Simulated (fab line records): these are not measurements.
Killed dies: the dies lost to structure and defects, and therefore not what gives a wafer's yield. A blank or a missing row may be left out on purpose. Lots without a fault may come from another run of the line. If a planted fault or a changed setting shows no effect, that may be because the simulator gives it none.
Chamber matching / flow n5_finfet / 4 sister chambers for N5_BEOL_M0_STRIP_142 on rie_diel-01
The step strips in N2/H2, time 10 s. 4 wafers are shown with their chamber, then 12 later ones without.

== EACH WAFER AND ITS CHAMBER ==
wafer=L082.3; chamber=1; drypump_motor_current_A (A)=5.2
wafer=L085.1; chamber=0; drypump_motor_current_A (A)=6.0
wafer=L085.4; chamber=2; drypump_motor_current_A (A)=5.4
wafer=L085.5; chamber=3; drypump_motor_current_A (A)=6.0

== WAFERS MISSING THEIR CHAMBER ==
wafer=L089.1; drypump_motor_current_A (A)=5.2
wafer=L089.4; drypump_motor_current_A (A)=5.4
wafer=L089.6; drypump_motor_current_A (A)=6.0
wafer=L093.2; drypump_motor_current_A (A)=5.9
wafer=L093.3; drypump_motor_current_A (A)=5.4
wafer=L093.5; drypump_motor_current_A (A)=5.2
wafer=L095.1; drypump_motor_current_A (A)=5.2
wafer=L095.2; drypump_motor_current_A (A)=5.4
wafer=L095.5; drypump_motor_current_A (A)=5.4
wafer=L096.2; drypump_motor_current_A (A)=6.0
wafer=L096.4; drypump_motor_current_A (A)=5.9
wafer=L096.6; drypump_motor_current_A (A)=5.2

== CHAMBER TAKEN BY EACH ==
wafer=L089.1; from the rows above=1; in truth=1
wafer=L089.4; from the rows above=2; in truth=2
wafer=L089.6; from the rows above=can't be placed: 0 or 3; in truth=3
wafer=L093.2; from the rows above=can't be placed: 0 or 3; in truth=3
wafer=L093.3; from the rows above=2; in truth=2
wafer=L093.5; from the rows above=1; in truth=1
wafer=L095.1; from the rows above=1; in truth=1
wafer=L095.2; from the rows above=2; in truth=2
wafer=L095.5; from the rows above=2; in truth=2
wafer=L096.2; from the rows above=can't be placed: 0 or 3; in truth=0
wafer=L096.4; from the rows above=can't be placed: 0 or 3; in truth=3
wafer=L096.6; from the rows above=1; in truth=1
8 of 12 placed correctly. Can't be placed from these rows: 4 (the true chamber is among the candidates in 4). Placed wrongly: 0.
How it was worked out, from the rows above alone: a wafer's distance from a chamber is the root of the sum, over the readings, of the square of ((its reading less the chamber's mean) divided by the reading's scatter). The wafer belongs to the nearest chamber; if the next one is less than 2 further off, it can't be placed. The mean given for a chamber averages the wafers shown for that chamber. The scatter: root of mean squared gap, hidden wafer to nearest shown wafer, with one shown wafer a chamber.
